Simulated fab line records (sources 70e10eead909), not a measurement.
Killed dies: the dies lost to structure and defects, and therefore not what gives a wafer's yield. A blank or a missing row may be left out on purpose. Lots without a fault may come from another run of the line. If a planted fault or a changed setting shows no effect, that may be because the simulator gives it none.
fab line records    flow nand-harc    part 2 of 2: steps 5 to 6 of 6
[record] lots = 23  wafers = 69  last-day = 33
route steps=1302 shown P_CONTACT@218 P_M1@298 P_M2@333
lots that met no fault: from a run of the same line without faults
start-h: the number of hours between the record's first day and the start of the first shown wafer of the lot    wait-h: time in hours since the lot's previous step    " unchanged from the row above    L1.1+2: one row covering several wafers at once    - either no value or no given start    * or withheld: withheld    < > ~ a bound
route shown NAME@n: NAME is a module with steps in the file, n the number in the route of the first one    usual: mean and standard deviation over wafers with no fault    same: alike in all rows    chamber/n: place in a boat    sites: each site's reading    _std_site: the standard deviation of these    _edge_site: the outer-site mean with the inner-site mean subtracted    radius-mm: how far each site lies from the wafer's centre    mask NAME#n: copy n    behind: the tool/chamber that last shaped the wafer    hold: what put the lot on hold/how long, in hours/how the hold closed    device: names the non-switching transistor (n, p or np)    end of line: the route-end tests of the same wafers    a step with no rows: only its recipe    killed: dies lost to structure and defects at the first sort, not the wafer's yield    map: shows each die of a wafer: x if killed, . if not, _ if none is there
set.NAME: setting as actually run; set.NAME@STEP: the setting as run at that earlier step    model.NAME: the simulator's own value behind a step, which no gauge read
a sample of lots followed through the steps of the route, with each step as a table and each wafer as a row
services: the hour from which a tool's chamber was out of use, counted from the record's first day as start-h (under 0 if before that day), plus the number of hours and why
[[steps]]
[step NHARC_P_M2_ETCH_15]
[recipe] target-depth-a = 1825  time-s = 91.2  c4f8-flow-sccm = withheld  ar-flow-sccm = 400  rf-w = 600  bias-w = 300  chemistry = C4F8/Ar
[usual] bias-w = 300.1/0.92  chamber-pressure-mTorr = 24.999/0.022  oes-product-au = 0.945/0.022  rf-vpp-V = 442.5/2.6
lot.wafer  tool         chamber  start-h  wait-h  bias-w  chamber-pressure-mTorr  oes-product-au  rf-hours-counter-h  rf-vpp-V
L074.4     rie-diel-07  1        136.35   0.1     299.3   24.988                  0.953           -                   445.0
L074.3     "            0        "        "       300.2   24.964                  0.951           -                   442.0
L074.6     "            0        "        "       299.1   25.034                  0.951           -                   442.9
L075.3     rie-diel-09  1        -        -       301.4   24.985                  0.978           9.7                 435.1
L075.4     "            2        "        "       298.7   25.022                  0.965           8.9                 441.8
L075.5     "            0        "        "       300.1   25.016                  0.966           -                   444.1
L076.4     rie-diel-12  3        -        -       300.4   25.016                  0.931           3.4                 442.4
L076.1     "            0        "        "       300.7   24.988                  0.916           2.8                 437.6
L076.2     "            1        "        "       299.0   24.964                  0.927           3.7                 437.9
L077.4     rie-diel-07  2        -        -       300.6   24.988                  0.915           1.1                 444.3
L077.1     "            0        "        "       299.9   25.008                  0.915           2.4                 441.1
L077.6     "            2        "        "       301.2   24.994                  0.924           -                   445.0
L078.1     rie-diel-07  2        -        -       300.9   24.974                  0.971           2.6                 444.4
L078.6     "            3        "        "       299.8   24.956                  0.960           -                   445.5
L078.5     "            0        "        "       300.5   24.998                  0.916           -                   441.7
L079.1     rie-diel-07  0        -        -       299.8   25.007                  0.933           4.8                 441.5
L079.2     "            2        "        "       301.3   24.968                  0.921           3.3                 445.2
L079.6     "            1        "        "       298.8   24.963                  0.915           -                   444.6
L081.2     rie-diel-09  1        -        -       300.2   25.023                  0.943           2.5                 437.8
L081.3     "            0        "        "       299.6   25.009                  0.956           2.9                 444.1
L081.6     "            2        "        "       298.9   25.005                  0.950           -                   442.5
L082.1     rie-diel-12  2        -        -       300.8   24.978                  0.926           7.1                 443.3
L082.4     "            3        "        "       299.6   24.970                  0.917           6.3                 441.8
L082.2     "            0        "        "       301.1   24.997                  0.921           5.2                 438.8
L083.3     rie-diel-09  0        -        -       299.7   24.983                  0.964           3.6                 444.5
L083.6     "            2        "        "       301.0   24.948                  0.968           -                   443.3
L083.5     "            0        "        "       299.8   24.985                  0.972           -                   444.5
L084.4     rie-diel-09  0        -        -       299.9   24.985                  0.950           3.8                 443.9
L084.5     "            1        "        "       299.3   24.980                  0.951           -                   436.8
L084.6     "            2        "        "       300.9   24.984                  0.972           -                   443.1
L085.3     rie-diel-07  3        -        -       300.6   25.003                  0.924           8.0                 444.0
L085.1     "            1        "        "       300.9   24.992                  0.917           8.0                 443.2
L085.5     "            3        "        "       298.8   25.013                  0.931           -                   444.5
L086.3     rie-diel-07  2        -        -       299.4   24.967                  0.937           7.5                 445.4
L086.5     "            0        "        "       299.8   25.007                  0.944           -                   440.4
L086.6     "            1        "        "       301.1   25.003                  0.942           -                   442.9
L087.1     rie-diel-07  1        -        -       300.4   24.973                  0.921           8.4                 443.5
L087.2     "            0        "        "       301.2   25.016                  0.922           9.6                 441.5
L087.5     "            1        "        "       300.2   25.041                  0.927           -                   444.1
L088.3     rie-diel-12  0        -        -       299.9   25.021                  0.980           0.1                 437.5
L088.4     "            2        "        "       300.2   24.972                  0.958           0.1                 443.6
L088.6     "            3        "        "       299.8   25.009                  0.963           -                   442.6
L089.1     rie-diel-09  2        -        -       301.4   25.024                  0.973           5.5                 442.8
L089.3     "            0        "        "       301.6   25.010                  0.962           5.1                 444.8
L089.6     "            2        "        "       302.3   24.978                  0.975           -                   441.8
L090.3     rie-diel-09  1        -        -       300.5   24.991                  0.973           5.1                 437.6
L090.4     "            3        "        "       299.6   25.024                  0.956           5.9                 438.8
L090.5     "            2        "        "       300.0   25.045                  0.973           -                   442.9
L091.3     rie-diel-07  2        -        -       300.0   25.004                  0.981           0.0                 445.3
L091.5     "            1        "        "       300.4   24.986                  0.960           -                   445.2
L091.6     "            2        "        "       301.2   25.038                  0.988           -                   443.6
L092.3     rie-diel-07  1        -        -       297.4   25.034                  0.963           0.1                 443.7
L092.1     "            2        "        "       301.0   25.019                  0.976           0.1                 445.2
L092.6     "            1        "        "       299.1   24.993                  0.967           -                   443.1
L093.1     rie-diel-07  0        -        -       299.6   25.010                  0.925           0.9                 440.4
L093.2     "            2        "        "       298.8   25.004                  0.919           0.9                 444.1
L093.6     "            3        "        "       299.6   25.012                  0.918           -                   445.1
L094.2     rie-diel-09  3        -        -       300.9   24.990                  0.969           0.4                 440.3
L094.3     "            0        "        "       299.1   24.998                  0.949           0.5                 444.0
L094.6     "            3        "        "       300.1   24.994                  0.979           -                   439.7
L095.2     rie-diel-07  0        -        -       301.2   25.002                  0.933           2.6                 442.5
L095.4     "            1        "        "       301.1   25.038                  0.928           2.7                 444.4
L095.3     "            3        "        "       298.8   25.012                  0.925           2.7                 445.0
L096.2     rie-diel-07  3        -        -       301.0   25.000                  0.917           2.8                 445.2
L096.1     "            0        "        "       300.1   24.989                  0.919           2.6                 440.5
L096.3     "            1        "        "       299.4   25.042                  0.931           2.7                 443.5
L097.1     rie-diel-07  0        -        -       300.6   24.979                  0.932           2.8                 443.0
L097.5     "            0        "        "       299.9   24.999                  0.929           -                   441.2
L097.6     "            1        "        "       299.0   24.965                  0.925           -                   443.0
[step NHARC_P_M2_STRIP_18]
[recipe] power-w = 1000  n2-flow-sccm = 150  h2-flow-sccm = 150  ar-flow-sccm = 0  bias-w = 0  chemistry = N2/H2
[usual] chamber-pressure-mTorr = 30.00/0.031  drypump-motor-current-A = 5.7/0.3  n2-flow-sccm = 150.0/0.45  oes-product-au = 0.998/0.0071  rf-vpp-V = 90.8/1.1  showerhead-plenum-p-Torr = 2.06/0.1  throttle-valve-pct = 14.172/0.0096
[same] bias-w = 0
lot.wafer  tool         chamber  start-h  wait-h  chamber-pressure-mTorr  drypump-motor-current-A  n2-flow-sccm  oes-product-au  rf-hours-counter-h  rf-vpp-V  showerhead-plenum-p-Torr  throttle-valve-pct
L074.3     rie-diel-12  3        136.62   0.1     30.01                   6.0                      150.1         1.007           1.1                 91.0      2.10                      14.169
L074.4     "            0        "        "       30.04                   6.0                      149.7         0.984           1.3                 89.5      1.93                      14.174
L074.6     "            1        "        "       29.97                   5.2                      149.9         1.007           -                   88.3      1.93                      14.157
L075.4     rie-diel-12  2        139.07   0.1     29.99                   5.5                      149.5         1.006           1.6                 90.7      2.16                      14.165
L075.3     "            0        "        "       29.99                   6.1                      150.6         0.989           1.4                 90.8      1.93                      14.173
L075.5     "            1        "        "       29.98                   5.2                      149.7         1.002           -                   90.2      1.93                      14.168
L076.1     rie-diel-07  0        150.77   0.1     29.98                   5.2                      150.0         0.995           1.7                 89.0      2.06                      14.183
L076.4     "            2        "        "       30.04                   5.7                      150.0         0.994           0.3                 91.0      2.20                      14.166
L076.2     "            3        "        "       30.05                   5.8                      150.4         0.992           0.3                 91.4      2.20                      14.181
L077.4     rie-diel-12  3        159.72   0.1     29.99                   6.0                      149.6         1.010           3.8                 90.4      2.10                      14.182
L077.1     "            0        "        "       30.00                   6.0                      150.1         0.994           3.1                 88.1      1.93                      14.166
L077.6     "            3        "        "       30.00                   6.0                      149.6         0.992           -                   92.0      2.10                      14.172
L078.1     rie-diel-07  0        172.98   0.2     30.15                   5.2                      150.1         0.989           3.7                 91.1      2.06                      14.180
L078.6     "            1        "        "       30.04                   5.4                      149.8         0.988           -                   91.6      2.15                      14.166
L078.5     "            2        "        "       29.96                   5.7                      150.8         0.991           -                   91.6      2.19                      14.174
L079.2     rie-diel-09  0        183.06   0.1     29.93                   6.1                      149.5         0.988           1.5                 91.4      2.15                      14.162
L079.1     "            1        "        "       30.00                   5.4                      149.7         0.993           1.4                 88.6      1.91                      14.175
L079.6     "            1        "        "       30.01                   5.4                      149.8         0.991           -                   90.4      1.91                      14.170
L081.3     rie-diel-09  3        206.38   0.1     30.02                   5.7                      149.8         0.995           2.5                 90.8      2.02                      14.159
L081.2     "            0        "        "       30.02                   6.2                      150.6         0.996           2.9                 90.4      2.15                      14.164
L081.6     "            3        "        "       30.03                   5.8                      149.8         1.004           -                   91.1      2.02                      14.162
L082.2     rie-diel-09  3        212.52   0.1     30.00                   5.7                      150.4         0.995           2.7                 90.1      2.02                      14.184
L082.1     "            0        "        "       29.99                   6.1                      150.1         1.007           3.1                 91.2      2.15                      14.179
L082.4     "            1        "        "       29.99                   5.4                      150.4         0.998           2.7                 90.2      1.91                      14.162
L083.3     rie-diel-07  0        220.41   0.1     29.99                   5.2                      150.4         1.003           8.7                 92.1      2.05                      14.163
L083.5     "            2        "        "       30.00                   5.7                      149.5         0.984           -                   91.1      2.19                      14.172
L083.6     "            3        "        "       29.99                   5.8                      149.8         1.003           -                   91.6      2.19                      14.170
L084.4     rie-diel-12  3        237.16   0.1     30.02                   6.0                      149.6         1.007           7.6                 91.2      2.10                      14.170
L084.6     "            1        "        "       30.00                   5.2                      149.7         1.009           -                   89.8      1.93                      14.175
L084.5     "            2        "        "       30.02                   5.5                      150.8         0.996           -                   92.4      2.16                      14.193
L085.3     rie-diel-07  1        245.90   0.1     29.98                   5.4                      150.5         0.993           8.0                 90.3      2.15                      14.186
L085.1     "            0        "        "       30.01                   5.2                      149.6         0.996           9.3                 90.9      2.05                      14.176
L085.5     "            1        "        "       30.01                   5.4                      150.6         0.997           -                   92.4      2.15                      14.158
L086.3     rie-diel-12  0        252.34   0.1     30.00                   6.0                      150.0         0.986           7.6                 91.2      1.93                      14.169
L086.5     "            2        "        "       30.02                   5.5                      149.7         0.985           -                   90.8      2.16                      14.177
L086.6     "            3        "        "       30.01                   5.9                      150.6         1.004           -                   90.6      2.10                      14.170
L087.1     rie-diel-09  0        255.72   0.1     30.00                   6.1                      149.8         1.001           4.7                 92.7      2.15                      14.189
L087.2     "            2        "        "       29.98                   5.7                      150.3         1.008           5.1                 91.4      2.11                      14.167
L087.5     "            3        "        "       30.00                   5.7                      149.0         1.008           -                   91.6      2.01                      14.183
L088.3     rie-diel-07  0        279.42   0.1     29.97                   5.2                      150.2         1.010           10.8                91.7      2.05                      14.160
L088.4     "            2        "        "       30.00                   5.7                      150.5         0.996           -                   94.1      2.19                      14.173
L088.6     "            1        "        "       29.96                   5.4                      149.8         1.001           -                   92.2      2.15                      14.162
L089.3     rie-diel-12  3        279.69   0.1     29.99                   5.9                      150.0         1.004           0.2                 90.3      2.10                      14.184
L089.1     "            1        "        "       29.95                   5.2                      151.0         0.988           0.1                 90.4      1.93                      14.167
L089.6     "            0        "        "       29.98                   6.0                      150.0         1.000           -                   90.2      1.93                      14.164
L090.4     rie-diel-12  2        296.99   0.1     30.00                   5.5                      149.8         1.001           1.4                 90.4      2.16                      14.190
L090.3     "            3        "        "       30.00                   5.9                      149.9         1.002           1.5                 90.8      2.10                      14.161
L090.5     "            3        "        "       30.00                   5.9                      150.1         0.998           -                   89.3      2.10                      14.178
L091.3     rie-diel-12  0        308.03   0.1     30.03                   6.0                      150.3         0.987           1.4                 90.4      1.93                      14.158
L091.6     "            1        "        "       29.98                   5.3                      149.8         0.997           -                   89.7      1.93                      14.188
L091.5     "            2        "        "       29.97                   5.5                      150.5         1.005           -                   90.8      2.16                      14.168
L092.1     rie-diel-09  2        310.84   0.1     30.00                   5.8                      151.2         0.991           6.9                 92.3      2.11                      14.172
L092.3     "            0        "        "       29.99                   6.1                      150.4         1.004           6.1                 89.9      2.15                      14.179
L092.6     "            2        "        "       29.98                   5.7                      150.4         0.993           -                   91.2      2.11                      14.185
L093.1     rie-diel-12  2        322.56   0.1     29.96                   5.5                      149.6         1.001           3.0                 91.2      2.16                      14.175
L093.2     "            3        "        "       30.04                   6.0                      150.2         1.006           3.5                 92.5      2.10                      14.179
L093.6     "            1        "        "       30.06                   5.2                      149.6         0.998           -                   89.2      1.93                      14.175
L094.2     rie-diel-12  1        336.48   0.1     30.02                   5.3                      150.1         1.001           2.9                 89.4      1.93                      14.174
L094.3     "            2        "        "       30.05                   5.5                      149.7         0.998           3.2                 92.7      2.16                      14.181
L094.6     "            1        "        "       30.01                   5.2                      150.6         0.991           -                   90.5      1.93                      14.181
L095.4     rie-diel-12  2        343.31   0.1     30.02                   5.5                      150.1         1.002           4.1                 90.1      2.16                      14.174
L095.3     "            3        "        "       30.01                   5.9                      150.2         1.001           4.3                 89.1      2.10                      14.176
L095.2     "            0        "        "       29.98                   6.0                      150.0         1.004           4.4                 89.3      1.93                      14.167
L096.3     rie-diel-12  0        347.93   0.1     29.99                   6.0                      150.0         0.999           5.0                 90.3      1.93                      14.178
L096.1     "            2        "        "       30.03                   5.5                      150.5         1.004           5.1                 91.7      2.16                      14.165
L096.2     "            3        "        "       30.02                   5.9                      150.4         1.004           5.3                 91.8      2.10                      14.165
L097.1     rie-diel-09  3        361.79   0.1     29.96                   5.7                      149.7         0.995           1.5                 90.9      2.01                      14.167
L097.6     "            1        "        "       29.99                   5.4                      149.6         0.985           -                   90.9      1.91                      14.161
L097.5     "            2        "        "       30.00                   5.7                      150.4         0.985           -                   91.0      2.11                      14.162
[[services]]
tool         chamber  start-h  hours  kind
pecvd-04     1        99.48    12.7   repair
rie-diel-12  -        114.67   1.5    repair
rie-diel-07  -        117.20   9.0    pm
rie-diel-07  3        128.44   15.7   repair
rie-diel-07  2        135.98   10.6   repair
rie-diel-09  -        143.12   9.0    pm
rie-diel-13  -        165.00   9.0    pm
rie-diel-09  3        172.96   11.6   repair
rie-diel-13  3        183.55   3.9    repair
pecvd-02     0        192.05   4.1    repair
pecvd-04     -        198.56   10.6   repair
rie-diel-09  1        218.83   4.4    repair
rie-diel-12  0        226.33   6.4    repair
pecvd-02     -        227.22   13.0   pm
pecvd-04     -        244.96   1.6    repair
rie-diel-09  -        251.28   1.1    repair
rie-diel-12  0        266.80   9.4    repair
rie-diel-12  -        268.45   9.0    pm
pecvd-04     -        269.40   13.0   pm
rie-diel-07  3        270.95   13.2   repair
rie-diel-12  1        288.13   6.1    repair
rie-diel-07  -        294.20   9.0    pm
rie-diel-12  2        303.32   3.3    repair
rie-diel-09  -        320.15   9.0    pm
